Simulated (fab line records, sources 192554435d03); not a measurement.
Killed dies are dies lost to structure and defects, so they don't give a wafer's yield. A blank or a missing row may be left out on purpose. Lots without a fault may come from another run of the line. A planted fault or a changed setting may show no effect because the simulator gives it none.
fab line records | flow n5_finfet
record lots=6 wafers=18 last_day=17
route steps=1938 shown BEOL_M1@802 BEOL_M4@1111 PASSIVATION@1936
lots that met no fault: from a run of the same line without faults
start_h: hours from the record's first day to the start of the lot's first wafer shown | wait_h: hours since the lot's step before | " the same as in the row above | L1.1+2: a row that stands for several wafers | - no value, or no start given | * or withheld: withheld | < > ~ a bound
route shown NAME@n: a module of which the file shows steps, and the number in the route of the first | usual: mean/standard deviation of fault-free wafers | same: alike in all rows | chamber/n: place in a boat | sites: the reading at each site | _std_site: their standard deviation | _edge_site: outer sites' mean less inner sites' | radius_mm: how far each site lies from the wafer's centre | mask NAME#n: copy n | behind: the tool/chamber that last shaped the wafer | hold: why the lot was held/for how many hours/how that ended | device: the transistor (n, p or np) that didn't switch | end of line: the same wafers' tests at the end of the route | a step without rows: its recipe alone | killed: dies lost to structure and defects at the first sort, not the wafer's yield | map: a wafer's dies, x killed, . not, _ none there
set.NAME: the setting as run; set.NAME@STEP: as run at that earlier step | model.NAME: the simulator's own value behind a step, which no gauge read
lots at some steps of the route; a table a step, a row a wafer
services: from which hour (start_h, from the record's first day; less than 0 if before it) a tool's chamber was out of use, for how many hours, and why
## steps
# step N5_BEOL_M1_STRIP_97
# recipe chemistry=N2/H2 time_s=10 power_w=450 temp_c=40 pressure_mtorr=20 rf_frequency_hz=6e+07 bias_power_w=7 n2_flow_sccm=200 h2_flow_sccm=200
# usual chamber_pressure_mTorr=20.004/0.019 drypump_motor_current_A=5.6/0.52 h2_flow_sccm=199.9/0.61 oes_product_au=0.80/0.083 rf_vpp_V=59.3/0.85 showerhead_plenum_p_Torr=2.57/0.08 throttle_valve_pct=23.50/0.21
# columns lot.wafer tool chamber start_h wait_h chamber_pressure_mTorr drypump_motor_current_A h2_flow_sccm oes_product_au rf_hours_counter_h rf_vpp_V showerhead_plenum_p_Torr throttle_valve_pct
L880.2 rie_diel-02 0 - - 20.027 6.1 199.8 0.76 142 61.0 2.66 23.48
L880.3 " 1 " " 20.002 5.8 200.5 0.69 240 59.2 2.50 23.92
L880.5 " 1 " " 19.993 5.8 200.7 0.69 - 59.5 2.50 23.93
L888.1 rie_diel-01 2 - - 19.977 4.9 199.6 0.82 90 59.2 2.46 23.15
L888.4 " 3 " " 20.011 5.5 199.7 0.88 - 60.0 2.58 23.49
L888.5 " 2 " " 20.034 4.8 200.1 0.82 - 59.3 2.46 23.15
L887.2 rie_diel-02 0 - - 19.998 6.1 200.1 0.75 153 59.7 2.65 23.49
L887.3 " 2 " " 20.005 5.0 200.2 0.79 94 58.6 2.46 23.64
L887.5 " 2 " " 20.000 5.1 200.3 0.81 - 58.6 2.46 23.62
L889.4 rie_diel-02 2 - - 20.003 5.1 199.4 0.81 - 59.3 2.46 23.65
L889.5 " 0 " " 20.009 6.1 200.3 0.75 - 58.9 2.65 23.50
L889.6 " 3 " " 19.994 4.9 200.1 0.68 - 60.0 2.60 23.53
L890.1 rie_diel-01 3 - - 19.972 5.5 199.6 0.87 51 58.9 2.58 23.49
L890.3 " 1 " " 20.003 5.7 200.0 0.76 153 57.8 2.54 23.60
L890.6 " 1 " " 20.041 5.7 198.9 0.76 - 59.0 2.54 23.62
L895.1 rie_diel-03 3 - - 20.000 5.8 199.0 0.86 52 59.6 2.58 23.53
L895.2 " 0 " " 20.016 5.7 199.4 0.90 41 58.3 2.48 23.09
L895.5 " 0 " " 19.986 5.7 199.3 0.89 - 58.7 2.48 23.09
# step N5_BEOL_M1_OCD_MEAS_38
# usual trench_depth_nm=55.3/0.84
# columns lot.wafer tool chamber start_h wait_h trench_depth_nm
L880.2 ocd-01 - 178.73 - 54.5
L880.3 " - " " 54.6
L880.5 " - " " 54.4
L888.1 ocd-02 - 217.04 - 56.3
L888.4 " - " " 55.7
L888.5 " - " " 56.5
L887.2 ocd-01 - 218.22 - 54.9
L887.3 " - " " 56.2
L887.5 " - " " 56.5
L889.4 ocd-01 - 223.89 - 55.1
L889.5 " - " " 55.3
L889.6 " - " " 54.3
L890.1 ocd-01 - 235.72 - 55.4
L890.3 " - " " 56.4
L890.6 " - " " 55.2
L895.1 ocd-01 - 264.72 - 55.9
L895.2 " - " " 54.8
L895.5 " - " " 54.3
# step N5_BEOL_M1_HM_STRIP_39
# recipe chemistry=peroxide_tin_strip material=TiN target_depth_a=250 temp_c=50 time_s=158
# step N5_BEOL_M1_SRD_40
# recipe time_s=30 temp_c=23 rinse_liquid=diw dry=ipa_marangoni
# step N5_BEOL_M1_PRECLEAN_42
# recipe chemistry=residue_remover time_s=60 temp_c=40
# step N5_BEOL_M1_SRD_43
# recipe time_s=30 temp_c=23 rinse_liquid=diw dry=ipa_marangoni
# step N5_BEOL_M1_CD_MEAS_35
# recipe target_cd_nm=18 target_cd_y_nm=21 polarity=opening
# usual cd_nm=17.99/0.29
# columns lot.wafer tool chamber start_h wait_h cd_nm
L880.2 cd_sem-02 - 178.88 0.0 17.86
L880.3 " - " " 17.97
L880.5 " - " " 18.35
L888.1 cd_sem-01 - 217.20 0.0 18.20
L888.4 " - " " 18.19
L888.5 " - " " 18.00
L887.2 cd_sem-03 - 218.38 0.0 18.63
L887.3 " - " " 18.44
L887.5 " - " " 18.02
L889.4 cd_sem-02 - 224.04 0.0 17.88
L889.5 " - " " 18.25
L889.6 " - " " 17.92
L890.1 cd_sem-01 - 235.87 0.0 17.78
L890.3 " - " " 17.95
L890.6 " - " " 17.74
L895.1 cd_sem-02 - 264.88 0.0 17.86
L895.2 " - " " 18.30
L895.5 " - " " 17.69
# step N5_BEOL_M1_DEGAS_44
# recipe ambient=vacuum temp_c=250 time_s=60
# usual heater_power_w=335/35
# columns lot.wafer tool chamber start_h wait_h heater_power_w
L880.2 pvd_sputter-03 - 179.41 0.5 358
L880.3 " - " " 316
L880.5 " - " " 318
L888.1 pvd_sputter-03 - 217.93 0.7 385
L888.4 " - " " 355
L888.5 " - " " 396
L887.2 pvd_sputter-03 - 218.63 0.3 328
L887.3 " - " " 391
L887.5 " - " " 313
L889.4 pvd_sputter-03 - 224.49 0.4 318
L889.5 " - " " 315
L889.6 " - " " 350
L890.1 pvd_sputter-01 - 236.25 0.4 364
L890.3 " - " " 309
L890.6 " - " " 392
L895.1 pvd_sputter-02 - 265.36 0.5 284
L895.2 " - " " 367
L895.5 " - " " 300
# step N5_BEOL_M1_PRE_CLEAN_45
# recipe gas=H2/He time_s=30 temp_c=250
# usual heater_power_w=335/35
# columns lot.wafer tool chamber start_h wait_h heater_power_w
L880.2 pvd_sputter-03 - 179.45 0.0 364
L880.3 " - " " 313
L880.5 " - " " 319
L888.1 pvd_sputter-03 - 217.97 0.0 393
L888.4 " - " " 358
L888.5 " - " " 387
L887.2 pvd_sputter-03 - 218.67 0.0 320
L887.3 " - " " 386
L887.5 " - " " 322
L889.4 pvd_sputter-03 - 224.53 0.0 313
L889.5 " - " " 319
L889.6 " - " " 360
L890.1 pvd_sputter-01 - 236.29 0.0 377
L890.3 " - " " 300
L890.6 " - " " 393
L895.1 pvd_sputter-02 - 265.40 0.0 289
L895.2 " - " " 364
L895.5 " - " " 292
# step N5_BEOL_M1_ALD_84
# recipe material=TaN target_thk_a=* temp_c=275 ald_precursor_family=PDMAT ald_co_reactant=NH3 pressure_torr=3 carrier_flow_sccm=1500 pulse_time_s=2 purge_time_s=3 co_reactant_purge_time_s=2 co_reactant_pulse_time_s=3 ald_cycles=30 precursor_vessel_temp_c=75 precursor_vessel_pressure_torr=26.25 precursor_vessel_carrier_sccm=1000
# step N5_BEOL_M1_SURFACE_TREAT_85
# recipe gas=Ar time_s=* ion_energy_ev=* ion_current_ma_cm2=0.5 pressure_mtorr=* ar_flow_sccm=30
# usual throttle_valve_pct=*
# columns lot.wafer tool chamber start_h wait_h throttle_valve_pct
L880.2 pvd_sputter-02 - 179.75 0.1 *
L880.3 " - " " *
L880.5 " - " " *
L888.1 pvd_sputter-01 - 218.54 0.4 *
L888.4 " - " " *
L888.5 " - " " *
L887.2 pvd_sputter-03 - 219.03 0.2 *
L887.3 " - " " *
L887.5 " - " " *
L889.4 pvd_sputter-03 - 224.83 0.1 *
L889.5 " - " " *
L889.6 " - " " *
L890.1 pvd_sputter-01 - 236.59 0.1 *
L890.3 " - " " *
L890.6 " - " " *
L895.1 pvd_sputter-02 - 265.72 0.2 *
L895.2 " - " " *
L895.5 " - " " *
# step N5_BEOL_M1_CVD_47
# recipe material=Co target_thk_a=30 temp_c=withheld precursor=CCTBA/H2 pressure_torr=30 time_s=223.8
# step N5_BEOL_M1_SPUTTER_48
# recipe material=Cu target_thk_a=45 temp_c=-20 chamber_pressure_pa=0.07 power_w=withheld time_s=8.29
# usual chamber_pressure_pa=0.06998/0.00015 chuck_gas_flow_sccm=1.27/0.049 substrate_temp_c=-20.02/0.1 throttle_valve_pct=30.3/1
# columns lot.wafer tool chamber start_h wait_h chamber_pressure_pa chuck_gas_flow_sccm substrate_temp_c throttle_valve_pct
L880.2 pvd_sputter-02 - 179.99 0.1 0.06994 1.27 -20.17 31.2
L880.3 " - " " 0.06995 1.32 -19.99 29.7
L880.5 " - " " 0.06992 1.24 -19.96 29.2
L888.1 pvd_sputter-01 - 218.78 0.1 - - - -
L888.4 " - " " - - - -
L888.5 " - " " - - - -
L887.2 pvd_sputter-03 - 219.29 0.1 - - - -
L887.3 " - " " - - - -
L887.5 " - " " - - - -
L889.4 pvd_sputter-01 - 225.36 0.2 0.06977 1.32 -20.08 30.3
L889.5 " - " " 0.06992 1.27 -19.97 29.1
L889.6 " - " " 0.06991 1.24 -20.03 30.2
L890.1 pvd_sputter-01 - 237.07 0.2 0.06978 1.24 -20.07 28.8
L890.3 " - " " 0.07004 1.20 -20.09 30.4
L890.6 " - " " 0.06993 1.24 -20.25 28.8
L895.1 pvd_sputter-03 - 265.97 0.1 0.07 1.24 -19.97 28.3
L895.2 " - " " 0.06986 1.31 -20.04 30.7
L895.5 " - " " 0.06998 1.29 -19.92 30.1
# step N5_BEOL_M1_ANNEAL_49
# recipe temp_c=400 time_s=240 ambient=vacuum
# usual heater_power_w=863/84
# columns lot.wafer tool chamber start_h wait_h heater_power_w
L880.2 pvd_sputter-02 - 180.07 0.0 710
L880.3 " - " " 918
L880.5 " - " " 916
L888.1 pvd_sputter-01 - 218.86 0.0 984
L888.4 " - " " 815
L888.5 " - " " 928
L887.2 pvd_sputter-03 - 219.37 0.0 964
L887.3 " - " " 892
L887.5 " - " " 866
L889.4 pvd_sputter-01 - 225.52 0.1 930
L889.5 " - " " 748
L889.6 " - " " 939
L890.1 pvd_sputter-01 - 237.15 0.0 750
L890.3 " - " " 947
L890.6 " - " " 745
L895.1 pvd_sputter-03 - 266.05 0.0 899
L895.2 " - " " 970
L895.5 " - " " 787
# step N5_BEOL_M4_RC_MEAS_101
# usual DIBL_N=36.3/1.4 DIBL_P=36.2/1.5 IOFF_N=0.160/0.021 IOFF_P=0.211/0.027 ION_N=676/7.7 ION_P=463/5.5 SS_N=71.4/0.57 SS_P=73.3/0.58 VT_N=249.3/2.5 VT_P=-250.1/2.6
# columns lot.wafer tool chamber start_h wait_h DIBL_N[mV/V] DIBL_P[mV/V] IOFF_N[nA/um] IOFF_P[nA/um] ION_N[uA/um] ION_P[uA/um] SS_N[mV/dec] SS_P[mV/dec] VT_N[mV] VT_P[mV]
L880.2 prober-01 0 217.92 0.2 36.6 37.9 0.185 0.239 675 461 70.8 73.7 243.7 -249.4
L880.3 " 0 " " 34.5 34.7 0.143 0.185 673 455 70.3 73.4 251.5 -248.6
L880.5 " 0 " " 36.2 38.0 0.179 0.235 693 471 70.7 73.3 248.7 -246.9
L887.2 prober-02 0 260.93 0.2 38.2 36.8 0.173 0.255 680 475 72.0 73.2 246.5 -247.3
L887.3 " 0 " " 39.0 37.5 0.184 0.272 672 468 72.5 73.5 247.7 -243.9
L887.5 " 0 " " 36.9 35.7 0.155 0.238 669 465 71.5 73.7 249.3 -247.5
L888.1 prober-01 0 265.43 0.0 36.7 36.4 0.168 0.226 667 460 71.3 73.5 250.0 -250.0
L888.4 " 0 " " 37.6 36.9 0.180 0.233 680 463 72.1 73.8 248.1 -250.6
L888.5 " 0 " " 37.4 37.1 0.182 0.235 674 463 71.6 73.4 247.5 -249.8
L889.4 prober-02 0 266.12 0.5 35.7 34.3 0.151 0.187 678 461 71.4 73.4 248.5 -252.5
L889.5 " 0 " " 36.9 36.2 0.186 0.221 687 465 71.2 73.2 245.8 -249.5
L889.6 " 0 " " 35.0 33.3 0.149 0.179 677 460 70.6 72.4 249.8 -250.6
L890.1 prober-02 0 283.45 0.0 36.4 35.3 0.161 0.211 683 469 70.4 72.6 246.2 -251.2
L890.3 " 0 " " 37.1 35.9 0.173 0.216 679 462 71.5 73.4 247.0 -248.9
L890.6 " 0 " " 36.0 35.6 0.173 0.221 689 472 71.1 73.3 244.2 -249.5
L895.1 prober-01 0 313.17 0.0 35.4 35.1 0.131 0.199 674 464 71.6 72.8 253.6 -252.5
L895.2 " 0 " " 39.0 38.7 0.198 0.253 678 463 72.7 73.9 248.9 -249.4
L895.5 " 0 " " 35.8 35.4 0.136 0.192 668 455 72.0 72.1 253.2 -252.4
# step N5_PASSIVATION_PROBE_49
# usual defect_limited_yield=91.3/1.4 killed_at_M0_to_M3=34/10 killed_at_M4_up=13/4.8 killed_at_contacts=12/6.1 killed_at_front_end=40/11 killed_at_other=3.7/2.8 killed_dies=103/16 killed_open=67/12 killed_short=34/7.4 sort_bin_5_function=5.1/0.95 sort_bin_6_memory=3.2/0.62 sort_n_pass=1077/16 sort_yield_pct=91.3/1.4
# same gross_dies=1180 killed_at_back_side=0 sort_bin_4_leakage[%]=0 sort_bin_8_speed[%]=0
# columns lot.wafer tool chamber start_h wait_h defect_limited_yield[%] killed_at_M0_to_M3 killed_at_M4_up killed_at_contacts killed_at_front_end killed_at_other killed_dies killed_open killed_short sort_bin_5_function[%] sort_bin_6_memory[%] sort_n_pass sort_yield_pct[%]
L887.2 prober-01 - 368.67 0.1 90.7 35 7 3 58 7 110 59 38 5.8 3.5 1070 90.7
L887.3 prober-01 - 368.72 0.1 93.6 21 9 4 37 4 75 53 16 3.6 2.5 1105 93.6
L887.5 prober-01 - 368.82 0.2 90.2 46 2 14 49 5 116 63 30 5.1 4.6 1064 90.2
L888.1 prober-02 - 371.73 0.0 91.7 39 15 20 23 1 98 54 30 4.8 3.1 1082 91.7
L888.4 prober-02 - 371.88 0.2 91.3 44 16 22 18 3 103 56 31 4.7 3.6 1077 91.3
L888.5 prober-02 - 371.93 0.2 93.4 34 9 8 27 0 78 42 22 3.6 2.5 1102 93.4
L889.4 prober-01 - 371.91 0.2 92.0 42 11 9 32 0 94 63 30 4.6 3.3 1086 92.0
L889.5 prober-01 - 371.96 0.2 90.5 33 11 12 55 1 112 71 39 6.6 2.3 1068 90.5
L889.6 prober-01 - 372.01 0.3 91.9 33 9 11 40 2 95 59 36 4.9 2.8 1085 91.9
# killed by level:class
L887.2 FIN_SAQP:geometric_particle:open=16 FIN_SAQP:geometric_particle:short=13 BEOL_M1:interface_void_opened=13 STI_FIN_REVEAL:geometric_particle:open=11 DUMMY_GATE:geometric_particle:open=5 BEOL_M1:geometric_particle:open=5 STI_FIN_REVEAL:geometric_particle:short=4 BEOL_M2:geometric_particle:open=4
L887.3 FIN_SAQP:geometric_particle:open=11 STI_FIN_REVEAL:geometric_particle:open=6 DUMMY_GATE:geometric_particle:open=6 BEOL_M2:geometric_particle:open=5 MOL_CONTACT_COAG:geometric_particle:open=4 BEOL_M1:interface_void_opened=4 BEOL_M0_SAQP:geometric_particle:short=3 BEOL_M8:geometric_particle:open=3
L887.5 BEOL_M1:interface_void_opened=22 FIN_SAQP:geometric_particle:open=15 MOL_CONTACT_COAG:geometric_particle:open=11 BEOL_M2:geometric_particle:open=9 FIN_SAQP:geometric_particle:short=7 STI_FIN_REVEAL:geometric_particle:open=5 GATE_CUT:geometric_particle:short=5 BEOL_M0_SAQP:geometric_particle:open=4
L888.1 MOL_CONTACT_COAG:geometric_particle:open=15 BEOL_M1:interface_void_opened=12 BEOL_M1:geometric_particle:open=7 BEOL_M4:geometric_particle:open=7 BEOL_M0_SAQP:geometric_particle:short=6 FIN_SAQP:geometric_particle:short=5 BEOL_M2:geometric_particle:open=5 GATE_CUT:geometric_particle:short=4
L888.4 MOL_CONTACT_COAG:geometric_particle:open=20 BEOL_M1:interface_void_opened=15 BEOL_M0_SAQP:geometric_particle:short=9 BEOL_M4:geometric_particle:open=7 FIN_SAQP:geometric_particle:short=5 BEOL_M1:geometric_particle:open=5 BEOL_M3:geometric_particle:short=4 GATE_CUT:geometric_particle:short=3
L889.4 BEOL_M2:geometric_particle:open=10 BEOL_M0_SAQP:geometric_particle:short=9 MOL_CONTACT_COAG:geometric_particle:open=7 FIN_SAQP:geometric_particle:open=6 BEOL_M0_SAQP:geometric_particle:open=6 BEOL_M0:geometric_particle:open=5 STI_FIN_REVEAL:geometric_particle:open=4 BEOL_M1:geometric_particle:open=4
L888.5 BEOL_M1:interface_void_opened=13 FIN_SAQP:geometric_particle:open=7 FIN_SAQP:geometric_particle:short=6 MOL_CONTACT_COAG:geometric_particle:open=6 BEOL_M0_SAQP:geometric_particle:short=5 BEOL_M3:geometric_particle:open=5 STARTING-WAFER:geometric_particle:open=5 BEOL_M0_SAQP:geometric_particle:open=4
L889.5 FIN_SAQP:geometric_particle:short=11 STI_FIN_REVEAL:geometric_particle:open=11 MOL_CONTACT_COAG:geometric_particle:open=10 BEOL_M0:geometric_particle:open=9 BEOL_M2:geometric_particle:open=7 FIN_SAQP:geometric_particle:open=6 BEOL_M4:geometric_particle:open=6 STI_FIN_REVEAL:geometric_particle:short=5
L889.6 BEOL_M0_SAQP:geometric_particle:open=10 BEOL_M0_SAQP:geometric_particle:short=9 STI_FIN_REVEAL:geometric_particle:open=8 GATE_CUT:geometric_particle:short=7 MOL_CONTACT_COAG:geometric_particle:open=6 STARTING-WAFER:geometric_particle:open=6 DUMMY_GATE:geometric_particle:open=5 MOL_CONTACT_COAG:geometric_particle:short=5
## services
# columns tool chamber start_h hours kind
pvd_sputter-03 - 169.70 3.3 repair
rie_diel-03 2 170.31 8.0 repair
rie_diel-02 1 210.87 - clean
rie_diel-02 1 210.87 - consumable_replace:focus_ring
rie_diel-02 1 210.87 26.1 scheduled_down
rie_diel-02 1 210.87 26.1 vent_cycle
rie_diel-03 3 214.67 3.1 repair
rie_diel-01 0 216.59 1.2 repair
rie_diel-02 - 219.04 0.7 repair
rie_diel-03 2 224.91 9.3 repair
rie_diel-03 0 240.51 12.8 repair
rie_diel-02 3 256.42 2.8 repair
rie_diel-02 3 259.42 - clean
rie_diel-02 3 259.42 - consumable_replace:focus_ring
rie_diel-02 3 259.42 25.7 scheduled_down
rie_diel-02 3 259.42 25.7 vent_cycle
## key
first_sign step=N5_BEOL_M1_SPUTTER_48 reading=tool_record direction=missing
effect none on later readings
met_at N5_BEOL_M1_SPUTTER_48
struck_wafers L887.2,L887.3,L887.5,L888.1,L888.4,L888.5
fault kind=skipped_step_whole tool=pvd_sputter-01,pvd_sputter-03 chamber=- onset_h=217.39 steps=N5_BEOL_M1_SPUTTER_48 scope=struck_lots_only
